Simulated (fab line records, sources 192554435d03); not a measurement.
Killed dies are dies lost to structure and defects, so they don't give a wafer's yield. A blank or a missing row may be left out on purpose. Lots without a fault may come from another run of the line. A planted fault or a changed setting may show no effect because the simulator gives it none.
Which tool did it? | flow n5_finfet | 23 lots, 69 wafers sampled, at 2 steps of a route of 1938

WHAT THE GAUGES READ, wafer by wafer
N5_FIN_SAQP_CD_MEAS_37: target cd 8 nm.
lot  | measured    | on        | cd_nm (nm)
L074 | day 2 02:28 | cd_sem-03 | 8.28 7.94 8.17
L075 | day 2 08:49 | cd_sem-01 | 8.06 8.19 7.77
L076 | day 2 16:29 | cd_sem-03 | 7.68 8.05 8.16
L077 | day 2 20:30 | cd_sem-01 | 8.24 7.67 7.94
L078 | day 3 02:34 | cd_sem-03 | 8.57 8.29 8.41
L079 | day 3 09:10 | cd_sem-02 | 7.70 8.34 7.62
L080 | day 3 14:12 | cd_sem-03 | 8.05 8.33 8.34
L081 | day 3 20:35 | cd_sem-02 | 8.07 7.96 7.78
L082 | day 4 02:11 | cd_sem-01 | 7.72 7.61 7.74
L083 | day 4 09:19 | cd_sem-03 | 7.74 7.94 7.90
L084 | day 4 17:46 | cd_sem-02 | 7.83 8.04 7.32
L085 | day 4 22:32 | cd_sem-02 | 8.12 7.70 7.75
L086 | day 5 04:23 | cd_sem-03 | 8.05 8.42 8.22
L087 | day 5 09:08 | cd_sem-02 | 7.74 7.82 8.02
L088 | day 5 14:05 | cd_sem-01 | 8.61 7.94 7.99
L090 | day 6 02:49 | cd_sem-02 | 8.07 8.12 8.01
L091 | day 6 08:43 | cd_sem-02 | 8.53 8.06 8.30
L092 | day 6 15:28 | cd_sem-01 | 8.04 8.24 8.32
L093 | day 6 21:01 | cd_sem-02 | 8.10 8.24 8.39
L094 | day 7 03:23 | cd_sem-03 | 7.90 7.95 7.55
L095 | day 7 09:36 | cd_sem-01 | 8.29 8.16 8.16
L096 | day 7 14:42 | cd_sem-01 | 7.71 8.15 8.42
L097 | day 7 23:34 | cd_sem-03 | 7.83 7.73 7.78

WHICH TOOL RAN EACH LOT (tool, then ch and the chambers of the sampled wafers, then the start)
lot  | N5_FIN_SAQP_STRIP_77
L074 | rie_diel-01 ch 0,1, day 2 02:09
L075 | rie_diel-01 ch 0,1, day 2 08:31
L076 | rie_diel-06 ch 1,2, day 2 16:10
L077 | rie_diel-04 ch 1,2, day 2 20:11
L078 | rie_diel-04 ch 1,2, day 3 02:15
L079 | rie_diel-06 ch 0,2,3, day 3 08:50
L080 | rie_diel-04 ch 0,1,2, day 3 13:53
L081 | rie_diel-06 ch 0,2,3, day 3 20:16
L082 | rie_diel-01 ch 0,3, day 4 01:52
L083 | rie_diel-01 ch 0,2,3, day 4 09:01
L084 | rie_diel-01 ch 0,2,3, day 4 17:26
L085 | rie_diel-06 ch 0,2,3, day 4 22:13
L086 | rie_diel-04 ch 1,2,3, day 5 04:04
L087 | rie_diel-06 ch 0,2,3, day 5 08:50
L088 | rie_diel-04 ch 1,2, day 5 13:46
L090 | rie_diel-04 ch 0,1,2, day 6 02:30
L091 | rie_diel-04 ch 0,1, day 6 08:23
L092 | rie_diel-01 ch 0,2, day 6 15:08
L093 | rie_diel-04 ch 0,1,2, day 6 20:42
L094 | rie_diel-04 ch 0,2, day 7 03:05
L095 | rie_diel-06 ch 1,3, day 7 09:17
L096 | rie_diel-06 ch 1,3, day 7 14:23
L097 | rie_diel-04 ch 1,2,3, day 7 23:15
- N5_FIN_SAQP_STRIP_77: strips in N2/H2, time 90 s.

WHAT THE TOOLS THEMSELVES READ (means of the sampled wafers that have a number; where no wafer has one, the mark that the record gives instead)
N5_FIN_SAQP_STRIP_77.
lot  | tool        | drypump_motor_current_A (A) | oes_product_au (a.u.) | rf_vpp_V (V) | showerhead_plenum_p_Torr (Torr) | throttle_valve_pct (%)
L074 | rie_diel-01 | 5.5                         | 0.74                  | 44.8         | 3.39                            | 12.22
L075 | rie_diel-01 | 5.7                         | 0.72                  | 44.6         | 3.29                            | 12.19
L076 | rie_diel-06 | 5.6                         | 0.84                  | 45.6         | 3.45                            | 12.06
L077 | rie_diel-04 | 6.0                         | 0.77                  | 45.2         | 3.41                            | 12.32
L078 | rie_diel-04 | 6.2                         | 0.76                  | 45.6         | 3.46                            | 12.38
L079 | rie_diel-06 | 5.2                         | 0.72                  | 45.4         | 3.39                            | 12.09
L080 | rie_diel-04 | 6.1                         | 0.73                  | 45.6         | 3.44                            | 12.32
L081 | rie_diel-06 | 5.3                         | 0.72                  | 45.7         | 3.39                            | 12.09
L082 | rie_diel-01 | 5.7                         | 0.77                  | 45.7         | 3.27                            | 12.05
L083 | rie_diel-01 | 5.7                         | 0.83                  | 44.9         | 3.40                            | 11.94
L084 | rie_diel-01 | 5.7                         | 0.83                  | 45.0         | 3.40                            | 11.93
L085 | rie_diel-06 | 5.3                         | 0.71                  | 46.2         | 3.38                            | 12.11
L086 | rie_diel-04 | 5.9                         | 0.73                  | 45.1         | 3.43                            | 12.32
L087 | rie_diel-06 | 5.3                         | 0.71                  | 45.2         | 3.38                            | 12.13
L088 | rie_diel-04 | 6.0                         | 0.74                  | 45.5         | 3.40                            | 12.37
L090 | rie_diel-04 | 6.1                         | 0.83                  | 45.5         | 3.43                            | 12.16
L091 | rie_diel-04 | 6.2                         | 0.90                  | 45.5         | 3.47                            | 11.95
L092 | rie_diel-01 | 5.9                         | 0.93                  | 45.4         | 3.59                            | 11.68
L093 | rie_diel-04 | 6.1                         | 0.82                  | 45.0         | 3.43                            | 12.18
L094 | rie_diel-04 | 6.0                         | 0.82                  | 45.4         | 3.38                            | 12.12
L095 | rie_diel-06 | 5.1                         | 0.76                  | 45.8         | 3.28                            | 12.15
L096 | rie_diel-06 | 5.2                         | 0.75                  | 45.6         | 3.28                            | 12.15
L097 | rie_diel-04 | 5.9                         | 0.80                  | 45.1         | 3.42                            | 12.17

THE ANSWER, worked out from the rows above alone
Rule: what is usual is taken from the lots themselves. Put in order of their means at a reading, lots are off if they are a third of the lots or fewer, leave a main group of 4 or more, and stand apart from it by a gap of 3 or more times the standard deviation of the main group's means; of several such gaps the widest counts. A main group whose means are all the same, to the digits that the tables above print for the reading, isn't used. A lot without any number at a reading at which 4 lots or more have one is off too. The other lots that the step has rows for count as sound. The gauges are gone through in route order, then the tools' own readings, and for those a lot's mean is taken as printed above. The first step at which some lot is off is used, and at that step the reading that is off furthest; a lot without a number counts as furthest.
No lot is off at any reading shown: from this, nothing can be told.

WHAT THE SIMULATOR HAD PUT IN
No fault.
